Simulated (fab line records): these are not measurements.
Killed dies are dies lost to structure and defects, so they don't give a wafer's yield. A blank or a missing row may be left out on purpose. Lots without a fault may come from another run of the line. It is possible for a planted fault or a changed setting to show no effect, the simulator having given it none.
Split-lot experiment	flow n5Finfet	route with 1938 steps; 7 lots, 39 wafers read

SPLIT DETAILS
At N5_BEOL_M6_DEP_56 (deposits SiCN from 3MS/NH3, target thk 10 nm, time 17.5 s), the setting timeS was moved away from the recipe's 17.5 s on 9 of the 39 wafers read, by +17.2% to +52.4%. The other wafers ran this setting at the recipe's value.

The reading comes from the split's own step.

THE READING
SiCN_of_BEOL_M6_DEP_56.thkNm (the simulator's own value, which no gauge read), in nm, at N5_BEOL_M6_DEP_56 (deposits SiCN from 3MS/NH3, target thk 10 nm, time 17.5 s). The file gives no usual value for it. Here, 30 wafers ran the recipe; their average is 10.0 nm with a standard deviation of 0.16 nm.

wafer	tool, chamber at the split	timeS as run, s	against the recipe	SiCN_of_BEOL_M6_DEP_56.thkNm, nm	against lot-mates on the recipe
L076.1	pecvd-01, 0,2	17.5	recipe	9.8	-
L076.3	pecvd-01, 0,2	17.5	recipe	9.8	-
L076.2	pecvd-01, 1,1,0	17.5	recipe	10	-
L076.4	pecvd-01, 1,1,0	17.5	recipe	10	-
L076.6	pecvd-01, 1,1,0	17.5	recipe	10	-
L076.5	pecvd-01, 2	17.5	recipe	10.2	-
L081.2	pecvd-03, 0,2	17.5	recipe	10	-
L081.3	pecvd-03, 0,2	17.5	recipe	10	-
L081.6	pecvd-03, 2	17.5	recipe	10.2	-
L080.1	pecvd-03, 0,1	17.5	recipe	10	-
L080.3	pecvd-03, 0,1	17.5	recipe	10	-
L080.2	pecvd-03, 2	25.2	+44.0%	14.2	+4.1
L080.4	pecvd-03, 1	25.2	+44.0%	14.4	+4.3
L080.5	pecvd-03, 2	25.2	+44.0%	14.8	+4.7
L080.6	pecvd-03, 0	17.5	recipe	10.2	-
L084.1	pecvd-04, 1,2	20.51	+17.2%	11.4	+1.3
L084.2	pecvd-04, 1,2	20.51	+17.2%	11.4	+1.3
L084.3	pecvd-04, 1	17.5	recipe	9.8	-
L084.4	pecvd-04, 2	17.5	recipe	10.2	-
L084.5	pecvd-04, 2	17.5	recipe	10.2	-
L084.6	pecvd-04, 1	20.51	+17.2%	11.8	+1.7
L085.1	pecvd-04, 1	26.67	+52.4%	15	+5.1
L085.2	pecvd-04, 2,1	17.5	recipe	10	-
L085.4	pecvd-04, 2,1	17.5	recipe	10	-
L085.3	pecvd-04, 0	17.5	recipe	9.8	-
L085.5	pecvd-04, 0,2	26.67	+52.4%	15.2	+5.3
L085.6	pecvd-04, 0,2	26.67	+52.4%	15.2	+5.3
L095.1	pecvd-01, 1,0	17.5	recipe	10	-
L095.2	pecvd-01, 1,0	17.5	recipe	10	-
L095.3	pecvd-01, 0,1,1,0	17.5	recipe	10.2	-
L095.4	pecvd-01, 0,1,1,0	17.5	recipe	10.2	-
L095.5	pecvd-01, 0,1,1,0	17.5	recipe	10.2	-
L095.6	pecvd-01, 0,1,1,0	17.5	recipe	10.2	-
L097.1	pecvd-04, 0	17.5	recipe	9.6	-
L097.2	pecvd-04, 2,1,0	17.5	recipe	9.8	-
L097.3	pecvd-04, 2,1,0	17.5	recipe	9.8	-
L097.6	pecvd-04, 2,1,0	17.5	recipe	9.8	-
L097.4	pecvd-04, 1,2	17.5	recipe	10	-
L097.5	pecvd-04, 1,2	17.5	recipe	10	-
Rows listing several chambers each stand for several wafers; the file does not say which wafer went through which chamber.

THE FIT
A straight line over all 39 wafers: SiCN_of_BEOL_M6_DEP_56.thkNm changes by +0.099 nm for each +1% of timeS; r = +0.99; the points scatter about the line by 0.18 nm.
The same after taking each lot's own level away (the mean of its wafers on the recipe; 39 wafers): +0.099 nm for each +1%; r = +1.00; scatter 0.16 nm.
According to that fit, moving timeS by its largest amount changes the reading by 5.2 nm.
Measured against the standard deviation above, the lots' own levels, which go from 9.83 to 10.13 nm, span 1.8 times it.
The two slopes are in agreement: the lot-to-lot level therefore moves the slope only a little.
Check: +5.2 nm against its lot-mates is what the line predicts for one of the wafers moved furthest among these (+52.4%) when that wafer is left out of the fit. Against them it came out at +5.07 nm.

ADDITIONAL SPLITS CARRIED BY THESE WAFERS
Before the reading, these wafers also passed through other splits. Each is held against what the fit with the lots' levels taken away leaves over:
other split on the same wafers	wafers away from the commonest value	r with SiCN_of_BEOL_M6_DEP_56.thkNm (lot level and that fit taken away)
N5_SD_EPI_N_ETCH_45 targetDepthA	15	+0.33
N5_MOL_CONTACT_COAG_ETCH_15 targetDepthA	15	+0.10
N5_BEOL_M1_VIA_ETCH_34 targetDepthA	9	-0.11
N5_BEOL_M3_ETCH_41 targetDepthA	15	-0.10

THE FILE'S OWN FIT
SiCN_of_BEOL_M6_DEP_56.thkNm changes by +0.0987 nm for each +1% of timeS, r = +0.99.
